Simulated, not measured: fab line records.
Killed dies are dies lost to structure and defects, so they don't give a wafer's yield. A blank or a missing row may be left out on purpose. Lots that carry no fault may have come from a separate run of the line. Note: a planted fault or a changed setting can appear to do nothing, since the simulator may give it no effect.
fab line records | flow n5_finfet
record: lots: 7 wafers: 39
route steps=1938 shown DUMMY_GATE@221 SD_EPI_N@288 MOL_CONTACT_COAG@608 BEOL_M3@993 BEOL_M6@1194
start_h: start of the lot's first displayed wafer, in hours after the record's first day | wait_h: hours elapsed since this lot's preceding step | " unchanged from the row above | L1.1+2: several wafers, shown together as one row | - no value present, or no start provided | * or withheld: withheld | < > ~ a bound
route shown NAME@n: names a module that has steps shown in the file, with the first one's number in the route | usual: mean and standard deviation over wafers with no fault | same: alike in all rows | chamber/n: place in a boat | sites: per-site readings | _std_site: how widely they spread, as a standard deviation | _edge_site: mean of outer sites minus mean of inner sites | radius_mm: how far each site lies from the wafer's centre | mask NAME#n: copy n | behind: tool/chamber where the wafer was last shaped | hold: cause of the lot's hold/its duration in hours/its outcome | device: the n, p or np transistor that did not switch | end of line: at the end of the route, the tests of the same wafers | a step without rows: its recipe alone | killed: not the wafer's yield, but the dies lost to structure and defects at the first sort | map: per-die view of a wafer (x killed, . not killed, _ where there is no die)
set.NAME: the setting as run; set.NAME@STEP: as run at that earlier step | model.NAME: the simulator's own value behind a step, which no gauge read
one table per step and one row per wafer, for lots whose settings were changed on purpose
== steps ==
step: N5_DUMMY_GATE_PECVD_30
recipe: material: SiO2 target_thk_a: 550 temp_c: 400 precursor: TEOS/O2 pressure_torr: 6.5 rf_w: withheld teos_flow_sccm: withheld gas: O2 flow_sccm: 2650 time_s: 10.8
columns lot.wafer tool chamber start_h wait_h set.time_s model.SiO2_of_DUMMY_GATE_PECVD_30.thk_nm
L074.1+3 pecvd-03 1,0 47.28 0.0 10.8 55.6
L074.2 " 0 " " 10.8 56
L074.4 " 1 " " 10.8 55.8
L074.5+6 " 1,0 " " 10.8 56.4
L078.1 pecvd-03 0 69.91 0.0 12.85 64.4
L078.2 " 2 " " 10.8 54.8
L078.3 " 1 " " 12.85 64.6
L078.4 " 1 " " 10.8 56
L078.5 " 0 " " 12.85 66
L078.6 " 2 " " 10.8 55.6
L080.1 pecvd-03 2 83.56 0.0 10.8 54.2
L080.2 " 0 " " 10.8 54.8
L080.3+6 " 1,2 " " 10.8 55.2
L080.4 " 0 " " 10.8 55.6
L080.5 " 1 " " 10.8 56.4
L084.1 pecvd-03 1 107.49 0.0 5.74 30.6
L084.2 " 0 " " 10.8 54.6
L084.3 " 2 " " 10.8 54
L084.4 " 1 " " 5.74 30.8
L084.5 " 0 " " 10.8 55.8
L084.6 " 2 " " 5.74 29
L087.1 pecvd-01 1 125.43 0.1 10.8 54.8
L087.4 " 0 " " 10.8 54.4
L087.6 " 2 " " 10.8 55.8
L090.1 pecvd-01 2 141.92 0.0 10.8 54.4
L090.2 " 1 " " 15.5 76.8
L090.3 " 0 " " 15.5 76
L090.4 " 2 " " 15.5 78.4
L090.5 " 0 " " 10.8 54.8
L090.6 " 1 " " 10.8 55.4
L094.1+3 pecvd-03 2,1 167.06 0.0 15.27 75.6
L094.2 " 0 " " 10.8 54.4
L094.4 " 0 " " 10.8 55.2
L094.5 " 1 " " 10.8 55.4
L094.6 " 2 " " 15.27 76.8
step: N5_SD_EPI_N_EPI_21
recipe: material: Si:P dopant: P temp_c: 680 pressure_torr: 255 time_s: 690
columns lot.wafer tool chamber start_h wait_h set.time_s model.Si-P_of_SD_EPI_N_EPI_21.thk_nm
L074.1 epi_rpcvd-01 0 52.12 0.2 690 59
L074.2+5 " 0 " " 377.3 35
L074.3 " 0 " " 377.3 35.2
L074.4 " 0 " " 690 59.8
L074.6 " 0 " " 690 59.4
L078.1 epi_rpcvd-02 0 74.38 0.1 690 58.8
L078.2 " 0 " " 690 58.6
L078.3+5 " 0 " " 311.3 28.8
L078.4 " 0 " " 690 59.6
L078.6 " 0 " " 311.3 28.6
L080.1 epi_rpcvd-02 0 88.15 0.1 804.1 65
L080.2+3 " 0 " " 690 58.6
L080.4 " 0 " " 690 58
L080.5 " 0 " " 804.1 65.6
L080.6 " 0 " " 804.1 64.6
L084.1 epi_rpcvd-01 0 111.96 0.2 1062 79.2
L084.2 " 0 " " 690 57.6
L084.3 " 0 " " 690 58.6
L084.4 " 0 " " 1062 79
L084.5 " 0 " " 1062 80
L084.6 " 0 " " 690 58
L087.1 epi_rpcvd-02 0 130.60 0.1 690 60
L087.4 " 0 " " 690 59.4
L087.6 " 0 " " 690 59
L090.1+3+5 epi_rpcvd-04 0 146.35 0.1 358.3 32.6
L090.2+4 " 0 " " 690 57.6
L090.6 " 0 147.75 1.4 690 58
L094.1+2 epi_rpcvd-01 0 171.68 0.1 690 60.2
L094.3+6 " 0 " " 690 60.4
L094.4 " 0 " " 690 59.8
L094.5 " 0 " " 690 60.8
step: N5_SD_EPI_N_EPI_MEAS_23
recipe: mode: xrd
usual: thk_nm: 59.0/1.1
columns lot.wafer tool chamber start_h wait_h set.time_s@SD_EPI_N_EPI_21 thk_nm
L074.1 film_metro-02 - 54.39 1.9 690 59.0
L074.2 " - " " 377.3 35.0
L074.3 " - " " 377.3 35.5
L074.4 " - " " 690 59.7
L074.5 " - " " 377.3 34.3
L074.6 " - " " 690 60.3
L078.1 film_metro-02 - 76.10 1.4 690 58.4
L078.2 " - " " 690 58.2
L078.3 " - " " 311.3 28.0
L078.4 " - " " 690 59.3
L078.5 " - " " 311.3 29.1
L078.6 " - " " 311.3 28.3
L080.1 film_metro-01 - 89.87 1.4 804.1 65.4
L080.2 " - " " 690 58.6
L080.3 " - " " 690 59.9
L080.4 " - " " 690 59.6
L080.5 " - " " 804.1 66.5
L080.6 " - " " 804.1 64.6
L084.1 film_metro-01 - 114.24 1.9 1062 79.7
L084.2 " - " " 690 56.7
L084.3 " - " " 690 57.7
L084.4 " - " " 1062 80.1
L084.5 " - " " 1062 80.2
L084.6 " - " " 690 59.2
L087.1 film_metro-01 - 132.32 1.4 690 59.7
L087.4 " - " " 690 57.9
L087.6 " - " " 690 59.4
L090.1 film_metro-01 - 148.06 1.5 358.3 31.7
L090.2 " - " " 690 57.4
L090.3 " - " " 358.3 32.0
L090.4 " - " " 690 57.8
L090.5 " - " " 358.3 33.0
L090.6 " - " " 690 58.9
L094.1 film_metro-01 - 173.41 1.5 690 61.0
L094.2 " - " " 690 59.8
L094.3 " - " " 690 58.4
L094.4 " - " " 690 58.2
L094.5 " - " " 690 61.9
L094.6 " - " " 690 60.6
step: N5_SD_EPI_N_PRECLEAN_24
recipe: chemistry: O3/DIW time_s: 60 temp_c: 22 o3_ppm: 10
columns lot.wafer tool chamber start_h wait_h set.time_s@SD_EPI_N_EPI_21 model.Si-P_of_SD_EPI_N_EPI_21.thk_nm
L074.1 wet_bench-01 5 54.43 0.0 690 58.6
L074.2 " 4 " " 377.3 34.6
L074.3 " 3 " " 377.3 35
L074.4 " 6 " " 690 59.4
L074.5 " 7 " " 377.3 34.8
L074.6 " 2 " " 690 59
L078.1 wet_bench-02 6 76.13 0.0 690 58.4
L078.2 " 3 " " 690 58.2
L078.3+5 " 2,7 " " 311.3 28.6
L078.4 " 0 " " 690 59.2
L078.6 " 1 " " 311.3 28.4
L080.1 wet_bench-01 6 89.90 0.0 804.1 64.6
L080.2+3 " 3,4 " " 690 58.2
L080.4 " 1 " " 690 57.6
L080.5 " 2 " " 804.1 65
L080.6 " 5 " " 804.1 64
L084.1 wet_bench-04 6 114.27 0.0 1062 78.8
L084.2 " 0 " " 690 57.2
L084.3 " 4 " " 690 58.2
L084.4 " 7 " " 1062 78.6
L084.5 " 1 " " 1062 79.4
L084.6 " 5 " " 690 57.6
L087.1 wet_bench-02 5 132.36 0.0 690 59.6
L087.4 " 1 " " 690 59
L087.6 " 7 " " 690 58.6
L090.1 wet_bench-01 3 148.10 0.0 358.3 32.4
L090.2+4 " 7,1 " " 690 57.2
L090.3+5 " 0,6 " " 358.3 32.2
L090.6 " 2 " " 690 57.6
L094.1+2 wet_bench-01 1,7 173.45 0.0 690 59.8
L094.3+6 " 6,5 " " 690 60
L094.4 " 0 " " 690 59.4
L094.5 " 2 " " 690 60.4
step: N5_MOL_CONTACT_COAG_ALD_133
recipe: material: SiO2 target_thk_a: 50 temp_c: 100 ald_precursor_family: BDEAS ald_co_reactant: O2-plasma pulse_time_s: 1 co_reactant_pulse_time_s: 1 purge_time_s: 2 co_reactant_purge_time_s: 2 ald_cycles: 35 pressure_torr: 2
columns lot.wafer tool chamber start_h wait_h set.ald_cycles model.SiO2_of_MOL_CONTACT_COAG_ALD_133.thk_nm
L074.1+5+6 ald_sin-01 1,2,1 102.16 0.1 27 3.8
L074.2+3+4 " 3,2,0 " " 35 5
L078.1+3+6 ald_sin-03 1,3,2 121.42 0.1 55 7.8
L078.2+4+5 " 2,0,1 " " 35 5
L080.1+4+5 ald_sin-02 0,1,3 138.25 0.8 35 5
L080.2+3+6 " 3,2,2 " " 42 6
L084.1+3+4 ald_sin-01 0,2,3 161.33 0.1 28 4
L084.2+5+6 " 1,2,3 " " 35 5
L087.1+4+6 ald_sin-01 3,0,3 179.89 0.1 35 5
L090.1+2+6 ald_sin-01 2,0,0 196.57 0.1 17 2.4
L090.3+4+5 " 3,1,1 " " 35 5
L094.1+4+6 ald_sin-01 3,1,3 222.06 0.1 35 5
L094.2+3+5 " 0,2,0 " " 18 2.6
step: N5_BEOL_M3_CVD_47
recipe: material: Co target_thk_a: 30 temp_c: withheld precursor: CCTBA/H2 pressure_torr: 30 time_s: 223.8
columns lot.wafer tool chamber start_h wait_h set.target_thk_a model.Co_of_BEOL_M3_CVD_47.thk_nm
L074.1+4+5 cvd_co-02 1,1,2 173.25 0.0 30 3
L074.2+6 " 0 " " 46.21 4.6
L074.3 " 2 " " 46.21 4.8
L078.1+2+5 cvd_co-02 2,1,2 180.11 0.1 30 3
L078.3+6 " 0 " " 16.27 1.8
L078.4 " 1 " " 16.27 1.6
L080.1+2+3+4+6 cvd_co-02 2,0,1,1,0 186.27 0.1 30 3
L080.5 " 2 " " 30 3.2
L084.1+5 cvd_co-01 0,1 216.07 0.0 17.18 1.8
L084.2+6 " 2 " " 30 3.2
L084.3 " 1 " " 17.18 1.6
L084.4 " 0 " " 30 3
L087.1+6 cvd_co-01 1 244.33 0.1 30 3
L087.4 " 0 " " 30 3.2
L090.1 cvd_co-01 0 248.15 0.1 42.46 4.4
L090.2+3 " 1,2 " " 30 3
L090.4 " 2 " " 30 3.2
L090.5+6 " 0,1 " " 42.46 4.2
L094.1+2+5 cvd_co-01 1,0,0 280.66 0.0 30 3
L094.3+4+6 " 2,2,1 " " 12.67 1.4
step: N5_BEOL_M6_ILD_DEP_00
recipe: material: SiCOH_lowk target_thk_a: 1797.5 temp_c: 300 precursor: DEMS/porogen pressure_torr: 5 rf_w: 500 time_s: 33.4
columns lot.wafer tool chamber start_h wait_h set.target_thk_a model.SiCOH_lowk_of_BEOL_M6_ILD_DEP_00.thk_nm
L074.1 pecvd-02 0 197.01 0.0 1184 116
L074.2 " 2 " " 1184 116.8
L074.3 " 1 " " 1184 117.8
L074.4 " 0 " " 1797.5 180
L074.5+6 " 2,1 " " 1797.5 180.4
L080.1 pecvd-04 2 213.33 0.0 2584 256.8
L080.2+4 " 1,0 " " 1797.5 180.4
L080.3 " 0 " " 1797.5 179
L080.5 " 2 " " 2584 260
L080.6 " 1 " " 2584 263.2
L078.1 pecvd-03 2 213.44 0.0 1797.5 175.2
L078.2 " 1 " " 1797.5 178.2
L078.3 " 2 " " 2068 205.6
L078.4 " 1 " " 1797.5 181.6
L078.5 " 2 " " 2068 206.2
L078.6 " 1 " " 2068 208.4
L084.1 pecvd-04 0 242.34 0.0 2304 227.4
L084.2 " 2 " " 2304 227
L084.3 " 1 " " 1797.5 179
L084.4 " 2 " " 1797.5 180.2
L084.5 " 0 " " 2304 232.6
L084.6 " 1 " " 1797.5 180
L087.1 pecvd-03 0 271.73 0.0 1797.5 182.2
L087.4 " 0 " " 1797.5 181.4
L087.6 " 1 " " 1797.5 185.6
L090.1 pecvd-02 0 276.65 0.0 1797.5 177.4
L090.2 " 2 " " 1797.5 178.6
L090.3 " 1 " " 1797.5 178.4
L090.4 " 1 " " 1797.5 180
L090.5 " 2 " " 1797.5 179.6
L090.6 " 0 " " 1797.5 177.8
L094.1 pecvd-03 1 311.09 0.0 1797.5 179.6
L094.2 " 2 " " 1473 149
L094.3 " 0 " " 1797.5 177.2
L094.4 " 0 " " 1473 149.6
L094.5 " 2 " " 1473 152.4
L094.6 " 1 " " 1797.5 182.2
step: N5_BEOL_M6_CURE_74
recipe: temp_c: 385 time_s: 240 ambient: He/Ar material: SiCOH_lowk
columns lot.wafer tool chamber start_h wait_h set.target_thk_a@BEOL_M6_ILD_DEP_00 model.SiCOH_lowk_of_BEOL_M6_ILD_DEP_00.thk_nm
L074.1 uv_cure-03 0 197.07 0.0 1184 99.6
L074.2 " 0 " " 1184 100.4
L074.3 " 0 " " 1184 101.2
L074.4 " 0 " " 1797.5 155.2
L074.5+6 " 0 " " 1797.5 155.6
L080.1 uv_cure-03 0 213.40 0.0 2584 222.4
L080.2+4 " 0 " " 1797.5 155.6
L080.3 " 0 " " 1797.5 154.4
L080.5 " 0 " " 2584 225.2
L080.6 " 0 " " 2584 228
L078.1 uv_cure-02 1 213.64 0.2 1797.5 151
L078.2 " 1 " " 1797.5 153.6
L078.3 " 1 " " 2068 177.6
L078.4 " 1 " " 1797.5 156.6
L078.5 " 1 " " 2068 178.2
L078.6 " 1 " " 2068 180
L084.1 uv_cure-01 0 242.41 0.0 2304 196.6
L084.2 " 0 " " 2304 196.4
L084.3 " 0 " " 1797.5 154.4
L084.4 " 0 " " 1797.5 155.4
L084.5 " 0 " " 2304 201.2
L084.6 " 0 " " 1797.5 155.2
L087.1 uv_cure-03 2 271.80 0.0 1797.5 157.2
L087.4 " 2 " " 1797.5 156.4
L087.6 " 2 " " 1797.5 160.2
L090.1 uv_cure-01 2 276.71 0.0 1797.5 153
L090.2 " 2 " " 1797.5 154
L090.3 " 2 " " 1797.5 153.8
L090.4 " 2 " " 1797.5 155.4
L090.5 " 2 " " 1797.5 154.8
L090.6 " 2 " " 1797.5 153.4
L094.1 uv_cure-03 2 311.16 0.0 1797.5 154.8
L094.2 " 2 " " 1473 128.2
L094.3 " 2 " " 1797.5 152.8
L094.4 " 2 " " 1473 128.8
L094.5 " 2 " " 1473 131.2
L094.6 " 2 " " 1797.5 157
step: N5_BEOL_M6_THK_MEAS_01
recipe: reads: SiCOH_lowk_of_BEOL_M6_ILD_DEP_00
usual: M6_ILD_THK: 155.1/2.1
columns lot.wafer tool chamber start_h wait_h set.target_thk_a@BEOL_M6_ILD_DEP_00 M6_ILD_THK[nm]
L074.1 film_metro-01 - 197.59 0.4 1184 99.6
L074.2 " - " " 1184 100.2
L074.3 " - " " 1184 101.4
L074.4 " - " " 1797.5 155.2
L074.5 " - " " 1797.5 155.4
L074.6 " - " " 1797.5 155.5
L080.1 film_metro-02 - 213.91 0.4 2584 222.3
L080.2 " - " " 1797.5 155.3
L080.3 " - " " 1797.5 154.3
L080.4 " - " " 1797.5 155.6
L080.5 " - " " 2584 225.4
L080.6 " - " " 2584 227.9
L078.1 film_metro-02 - 214.63 0.8 1797.5 151.1
L078.2 " - " " 1797.5 153.6
L078.3 " - " " 2068 177.6
L078.4 " - " " 1797.5 156.4
L078.5 " - " " 2068 178.3
L078.6 " - " " 2068 180.2
L084.1 film_metro-02 - 242.92 0.4 2304 196.5
L084.2 " - " " 2304 196.2
L084.3 " - " " 1797.5 154.4
L084.4 " - " " 1797.5 155.2
L084.5 " - " " 2304 201.2
L084.6 " - " " 1797.5 155.3
L087.1 film_metro-02 - 272.31 0.4 1797.5 157.2
L087.4 " - " " 1797.5 156.4
L087.6 " - " " 1797.5 160.2
L090.1 film_metro-01 - 277.22 0.4 1797.5 153.0
L090.2 " - " " 1797.5 154.1
L090.3 " - " " 1797.5 153.9
L090.4 " - " " 1797.5 155.4
L090.5 " - " " 1797.5 154.9
L090.6 " - " " 1797.5 153.4
L094.1 film_metro-02 - 311.67 0.4 1797.5 154.9
L094.2 " - " " 1473 128.3
L094.3 " - " " 1797.5 152.9
L094.4 " - " " 1473 128.8
L094.5 " - " " 1473 131.2
L094.6 " - " " 1797.5 157.0
== key ==
split: step: N5_DUMMY_GATE_PECVD_30 setting: time_s stated: 10.8 by: wafer
response: step: N5_DUMMY_GATE_PECVD_30 reading: model.SiO2_of_DUMMY_GATE_PECVD_30.thk_nm change: +0.515 per: 1% r: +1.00
split: step: N5_SD_EPI_N_EPI_21 setting: time_s stated: 690 by: wafer
response: step: N5_SD_EPI_N_EPI_21 reading: model.Si-P_of_SD_EPI_N_EPI_21.thk_nm change: +0.496 per: 1% r: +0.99
response: step: N5_SD_EPI_N_EPI_MEAS_23 reading: thk_nm change: * per: 1% r: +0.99
response: step: N5_SD_EPI_N_PRECLEAN_24 reading: model.Si-P_of_SD_EPI_N_EPI_21.thk_nm change: +0.493 per: 1% r: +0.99
split: step: N5_MOL_CONTACT_COAG_ALD_133 setting: ald_cycles stated: 35 by: wafer
response: step: N5_MOL_CONTACT_COAG_ALD_133 reading: model.SiO2_of_MOL_CONTACT_COAG_ALD_133.thk_nm change: +0.0498 per: 1% r: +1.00
split: step: N5_BEOL_M3_CVD_47 setting: target_thk_a stated: 30 by: wafer
response: step: N5_BEOL_M3_CVD_47 reading: model.Co_of_BEOL_M3_CVD_47.thk_nm change: +0.0294 per: 1% r: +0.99
split: step: N5_BEOL_M6_ILD_DEP_00 setting: target_thk_a stated: 1797.5 by: wafer
response: step: N5_BEOL_M6_ILD_DEP_00 reading: model.SiCOH_lowk_of_BEOL_M6_ILD_DEP_00.thk_nm change: +1.81 per: 1% r: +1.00
response: step: N5_BEOL_M6_CURE_74 reading: model.SiCOH_lowk_of_BEOL_M6_ILD_DEP_00.thk_nm change: +1.58 per: 1% r: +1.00
response: step: N5_BEOL_M6_THK_MEAS_01 reading: M6_ILD_THK change: +1.58 per: 1% r: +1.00
